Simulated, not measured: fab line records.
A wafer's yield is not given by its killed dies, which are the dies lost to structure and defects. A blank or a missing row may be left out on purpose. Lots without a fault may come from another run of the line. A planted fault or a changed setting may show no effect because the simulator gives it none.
Problem report in the 8D (eight disciplines) form, filled by code -- flow nand harc -- the parts of the form that need people (team, actions taken, sign-off) are left out

== 1. THE PROBLEM ==
run length s at NHARC_A_BONDPAD_ETCH_24 reads a mean of 78.1 s on 3 wafers of 2 lots; wafers without a fault read 94.1 s with a standard deviation of 0.51. That puts it -31 standard deviations away from the usual mean.
The step: etches the open film in CF4/N2, target depth 30 nm, time 72.99 s.
Seen first at day 29 03:17 on rie diel-04, wafer L206.1. Wafers with a number at this step in the record: 18, from 6 lots. By rule, "out" or "out of limits" means more than 4 standard deviations away from the usual mean. All remaining wafers that have a number are taken as sound.

== 2. WHAT THIS IS AND IS NOT ==
question,is,is not
which readings at this step,run length s,"chamber pressure mTorr, drypump motor current A, oes product au, rf vpp V, showerhead plenum p Torr, throttle valve pct"
which lots,"L206, L208","L194, L203, L212, L216"
which wafers of those lots,"L206.1, L208.2, L208.6","L206.2, L206.5, L208.5"
read on which tools,rie diel-04,rie diel-03
when,from day 29 03:17,"up to then (8 sound wafers); but 7 sound wafers of L208, L212, L216 came after"

== 3. WHAT RULES OUT EACH SUSPECT ==
Counting: if a tool at a process step up to the reading ran every lot that is out, it stays a suspect. Sound lots after the first of them don't rule it out here, since some wafers of a struck lot are sound.
- rie diel-04 at NHARC_A_BONDPAD_STRIP_15 (strips in O2): kept. It processed each lot that is out (first: L206, day 29 03:07); up to then, its last sound lot is L203 (day 27 09:35).
- rie diel-04 at NHARC_A_BONDPAD_ETCH_24 (etches the open film in CF4/N2, target depth 30 nm, time 72.99 s): kept. It processed each lot that is out (first: L206, day 29 03:17); up to then, its last sound lot is L203 (day 27 09:45). Its own run length s readings are out on those wafers.
- Within rie diel-04 at NHARC_A_BONDPAD_ETCH_24: the wafers that are out ran in chamber 1; their sound lot-mates ran in chambers 0, 3.
Remaining after the count are rie diel-04 at NHARC_A_BONDPAD_STRIP_15 and rie diel-04 at NHARC_A_BONDPAD_ETCH_24.

== 4. THE CAUSE (what the simulator had put in) ==
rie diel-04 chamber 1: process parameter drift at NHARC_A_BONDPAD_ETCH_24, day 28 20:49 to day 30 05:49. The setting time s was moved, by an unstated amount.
Counting leaves 2 suspects; this tool is one of them.

== 5. THE EFFECT CHAIN, in route order ==
Each row: a reading whose mean over the struck wafers that have a number lies more than 3 standard deviations from the usual. Only readings for which the record gives a usual standard deviation are gone through. hours: the time from each lot's start at the first step in this table that gives one to its start at this step, as a median over the lots. sigmas: the change in usual standard deviations.
hours,step,reading,usual,on struck wafers,change,sigmas
0,NHARC_A_BONDPAD_ETCH_24,run length s,94.1 s,78.1,-16.0,-31
The process steps in it:
- NHARC_A_BONDPAD_ETCH_24: etches the open film in CF4/N2, target depth 30 nm, time 72.99 s.

== 6. HOW IT WOULD HAVE BEEN CAUGHT EARLIER ==
In this record the first reading out of limits was taken at day 29 03:17, 6 hours after the fault began at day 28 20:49.
